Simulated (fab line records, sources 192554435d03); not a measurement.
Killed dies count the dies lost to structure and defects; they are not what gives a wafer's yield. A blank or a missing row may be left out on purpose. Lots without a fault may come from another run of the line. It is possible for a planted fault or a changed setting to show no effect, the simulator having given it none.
Chamber matching || flow n5 finfet || N5_BEOL_M2_PECVD_72 on pecvd-01 has 3 sister chambers
The step deposits SiO2 from TEOS/O2, target thk 16 nm, time 18 s. 33 wafers are shown with their chamber, then 12 later ones without.

EACH WAFER AND ITS CHAMBER
{"wafer": "L075.4", "chamber": 1, "throttle valve pct (%)": 25.7, "showerhead plenum p Torr (Torr)": 8.87, "heater power w (W)": 796}
{"wafer": "L075.5", "chamber": 0, "throttle valve pct (%)": 21.9, "showerhead plenum p Torr (Torr)": 8.75, "heater power w (W)": 705}
{"wafer": "L075.6", "chamber": 2, "throttle valve pct (%)": 21.1, "showerhead plenum p Torr (Torr)": 8.93, "heater power w (W)": 682}
{"wafer": "L076.2", "chamber": 0, "throttle valve pct (%)": 22.0, "showerhead plenum p Torr (Torr)": 8.76, "heater power w (W)": 591}
{"wafer": "L076.3", "chamber": 2, "throttle valve pct (%)": 20.9, "showerhead plenum p Torr (Torr)": 8.94, "heater power w (W)": 692}
{"wafer": "L076.4", "chamber": 1, "throttle valve pct (%)": 25.5, "showerhead plenum p Torr (Torr)": 8.86, "heater power w (W)": 871}
{"wafer": "L077.1", "chamber": 2, "throttle valve pct (%)": 20.9, "showerhead plenum p Torr (Torr)": 8.93, "heater power w (W)": 665}
{"wafer": "L077.2", "chamber": 1, "throttle valve pct (%)": 25.6, "showerhead plenum p Torr (Torr)": 8.86, "heater power w (W)": 776}
{"wafer": "L077.4", "chamber": 2, "throttle valve pct (%)": 21.0, "showerhead plenum p Torr (Torr)": 8.91, "heater power w (W)": 665}
{"wafer": "L079.1", "chamber": 2, "throttle valve pct (%)": 20.8, "showerhead plenum p Torr (Torr)": 8.94, "heater power w (W)": 714}
{"wafer": "L079.3", "chamber": 1, "throttle valve pct (%)": 25.6, "showerhead plenum p Torr (Torr)": 8.85, "heater power w (W)": 855}
{"wafer": "L079.6", "chamber": 2, "throttle valve pct (%)": 21.0, "showerhead plenum p Torr (Torr)": 8.94, "heater power w (W)": 708}
{"wafer": "L080.3", "chamber": 1, "throttle valve pct (%)": 25.4, "showerhead plenum p Torr (Torr)": 8.83, "heater power w (W)": 857}
{"wafer": "L080.4", "chamber": 2, "throttle valve pct (%)": 21.0, "showerhead plenum p Torr (Torr)": 8.94, "heater power w (W)": 719}
{"wafer": "L080.5", "chamber": 0, "throttle valve pct (%)": 22.4, "showerhead plenum p Torr (Torr)": 8.78, "heater power w (W)": 687}
{"wafer": "L081.2", "chamber": 1, "throttle valve pct (%)": 25.6, "showerhead plenum p Torr (Torr)": 8.85, "heater power w (W)": 865}
{"wafer": "L081.3", "chamber": 0, "throttle valve pct (%)": 22.0, "showerhead plenum p Torr (Torr)": 8.78, "heater power w (W)": 704}
{"wafer": "L081.5", "chamber": 1, "throttle valve pct (%)": 25.3, "showerhead plenum p Torr (Torr)": 8.86, "heater power w (W)": 857}
{"wafer": "L083.2", "chamber": 1, "throttle valve pct (%)": 25.6, "showerhead plenum p Torr (Torr)": 8.87, "heater power w (W)": 706}
{"wafer": "L083.5", "chamber": 0, "throttle valve pct (%)": 22.1, "showerhead plenum p Torr (Torr)": 8.76, "heater power w (W)": 648}
{"wafer": "L083.6", "chamber": 2, "throttle valve pct (%)": 21.1, "showerhead plenum p Torr (Torr)": 8.95, "heater power w (W)": 672}
{"wafer": "L084.2", "chamber": 2, "throttle valve pct (%)": 20.8, "showerhead plenum p Torr (Torr)": 8.95, "heater power w (W)": 753}
{"wafer": "L084.3", "chamber": 0, "throttle valve pct (%)": 22.1, "showerhead plenum p Torr (Torr)": 8.79, "heater power w (W)": 729}
{"wafer": "L084.6", "chamber": 2, "throttle valve pct (%)": 21.1, "showerhead plenum p Torr (Torr)": 8.92, "heater power w (W)": 779}
{"wafer": "L086.1", "chamber": 0, "throttle valve pct (%)": 22.4, "showerhead plenum p Torr (Torr)": 8.76, "heater power w (W)": 693}
{"wafer": "L086.3", "chamber": 2, "throttle valve pct (%)": 20.8, "showerhead plenum p Torr (Torr)": 8.93, "heater power w (W)": 799}
{"wafer": "L086.5", "chamber": 2, "throttle valve pct (%)": 21.1, "showerhead plenum p Torr (Torr)": 8.96, "heater power w (W)": 795}
{"wafer": "L088.1", "chamber": 1, "throttle valve pct (%)": 25.7, "showerhead plenum p Torr (Torr)": 8.88, "heater power w (W)": 736}
{"wafer": "L088.3", "chamber": 0, "throttle valve pct (%)": 22.4, "showerhead plenum p Torr (Torr)": 8.74, "heater power w (W)": 706}
{"wafer": "L088.4", "chamber": 1, "throttle valve pct (%)": 25.6, "showerhead plenum p Torr (Torr)": 8.86, "heater power w (W)": 755}
{"wafer": "L090.1", "chamber": 2, "throttle valve pct (%)": 20.9, "showerhead plenum p Torr (Torr)": 8.94, "heater power w (W)": 695}
{"wafer": "L090.2", "chamber": 0, "throttle valve pct (%)": 22.3, "showerhead plenum p Torr (Torr)": 8.76, "heater power w (W)": 628}
{"wafer": "L090.3", "chamber": 1, "throttle valve pct (%)": 25.6, "showerhead plenum p Torr (Torr)": 8.86, "heater power w (W)": 848}

SIGNATURES (averages over the wafers above)
{"reading": "throttle valve pct", "chamber 0": 22.178, "chamber 1": 25.564, "chamber 2": 20.962, "scatter within a chamber": 0.145}
{"reading": "showerhead plenum p Torr", "chamber 0": 8.7644, "chamber 1": 8.8591, "chamber 2": 8.9369, "scatter within a chamber": 0.0139}
{"reading": "heater power w", "chamber 0": 676.78, "chamber 1": 811.09, "chamber 2": 718.31, "scatter within a chamber": 51.4}
Rule: for each reading, subtract the chamber's mean from the wafer's reading, divide by that reading's scatter and square the result; add these up over the readings and take the root, which gives the wafer's distance from the chamber. The wafer belongs to the nearest chamber; if the next one is less than 2 further off, it can't be placed. The scatter: the root of (the sum of the squares of (reading less its chamber's mean) over the shown wafers, divided by (wafers less chambers)).

WAFERS MISSING THEIR CHAMBER
{"wafer": "L090.4", "throttle valve pct (%)": 22.3, "showerhead plenum p Torr (Torr)": 8.77, "heater power w (W)": 642}
{"wafer": "L090.5", "throttle valve pct (%)": 25.7, "showerhead plenum p Torr (Torr)": 8.85, "heater power w (W)": 827}
{"wafer": "L090.6", "throttle valve pct (%)": 20.9, "showerhead plenum p Torr (Torr)": 8.94, "heater power w (W)": 698}
{"wafer": "L095.2", "throttle valve pct (%)": 22.4, "showerhead plenum p Torr (Torr)": 8.75, "heater power w (W)": 598}
{"wafer": "L095.3", "throttle valve pct (%)": 25.8, "showerhead plenum p Torr (Torr)": 8.87, "heater power w (W)": 767}
{"wafer": "L095.4", "throttle valve pct (%)": 22.6, "showerhead plenum p Torr (Torr)": 8.76, "heater power w (W)": 601}
{"wafer": "L096.1", "throttle valve pct (%)": 21.0, "showerhead plenum p Torr (Torr)": 8.95, "heater power w (W)": 709}
{"wafer": "L096.2", "throttle valve pct (%)": 22.1, "showerhead plenum p Torr (Torr)": 8.76, "heater power w (W)": 715}
{"wafer": "L096.3", "throttle valve pct (%)": 25.5, "showerhead plenum p Torr (Torr)": 8.87, "heater power w (W)": 783}
{"wafer": "L096.4", "throttle valve pct (%)": 25.6, "showerhead plenum p Torr (Torr)": 8.84, "heater power w (W)": 784}
{"wafer": "L096.5", "throttle valve pct (%)": 22.2, "showerhead plenum p Torr (Torr)": 8.77, "heater power w (W)": 733}
{"wafer": "L096.6", "throttle valve pct (%)": 21.2, "showerhead plenum p Torr (Torr)": 8.93, "heater power w (W)": 700}

WHICH CHAMBER EACH ONE RAN IN
{"wafer": "L090.4", "from the rows above": 0, "in truth": 0}
{"wafer": "L090.5", "from the rows above": 1, "in truth": 1}
{"wafer": "L090.6", "from the rows above": 2, "in truth": 2}
{"wafer": "L095.2", "from the rows above": 0, "in truth": 0}
{"wafer": "L095.3", "from the rows above": 1, "in truth": 1}
{"wafer": "L095.4", "from the rows above": 0, "in truth": 0}
{"wafer": "L096.1", "from the rows above": 2, "in truth": 2}
{"wafer": "L096.2", "from the rows above": 0, "in truth": 0}
{"wafer": "L096.3", "from the rows above": 1, "in truth": 1}
{"wafer": "L096.4", "from the rows above": 1, "in truth": 1}
{"wafer": "L096.5", "from the rows above": 0, "in truth": 0}
{"wafer": "L096.6", "from the rows above": 2, "in truth": 2}
12 of 12 placed correctly. Number that these rows cannot place: 0. Placed wrongly: 0.
